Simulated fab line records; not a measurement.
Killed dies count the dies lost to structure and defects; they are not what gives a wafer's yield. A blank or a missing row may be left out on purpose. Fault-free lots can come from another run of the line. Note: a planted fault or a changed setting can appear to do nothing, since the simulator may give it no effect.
Chamber matching	flow n5 finfet	N5_BEOL_M0_SAQP_SPACER1_ALD_98 on ald sin-03 has 4 sister chambers
The step deposits SiO2, target thk 12.8 nm, pulse time 1 s, purge time 2 s. 8 wafers are shown with their chamber, then 9 later ones without.

WAFERS WITH THEIR CHAMBER
wafer	chamber	heater power outer w (W)	heater power w (W)
L080.3	3	270	468
L080.4	0	254	456
L082.1	1	235	415
L082.2	3	264	460
L082.3	2	293	504
L090.1	0	252	445
L090.3	2	298	507
L090.6	1	237	413

WAFERS WHOSE CHAMBER IS MISSING
wafer	heater power outer w (W)	heater power w (W)
L092.3	292	524
L092.4	239	426
L092.6	300	515
L093.1	256	451
L093.3	252	415
L093.4	259	467
L097.3	246	416
L097.4	252	453
L097.5	259	471

EACH ONE'S CHAMBER
wafer	from the rows above	in truth
L092.3	2	2
L092.4	1	1
L092.6	2	2
L093.1	0	0
L093.3	can't be placed: 1 or 0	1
L093.4	can't be placed: 3 or 0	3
L097.3	1	1
L097.4	0	0
L097.5	can't be placed: 3 or 0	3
Correctly placed: 6 of 9. Not placeable from these rows: 3 (in 3, the candidates include the true chamber). Number placed wrongly: 0.
How it was worked out, from the rows above alone: a wafer's distance from a chamber is the root of the sum, over the readings, of the square of ((its reading less the chamber's mean) divided by the reading's scatter). The wafer belongs to the nearest chamber; if the next one is less than 2 further off, it can't be placed. The mean given for a chamber averages the wafers shown for that chamber. The scatter: take each reading less its chamber's mean, square it, sum over the shown wafers, divide by the number of wafers less the number of chambers, and take the root.
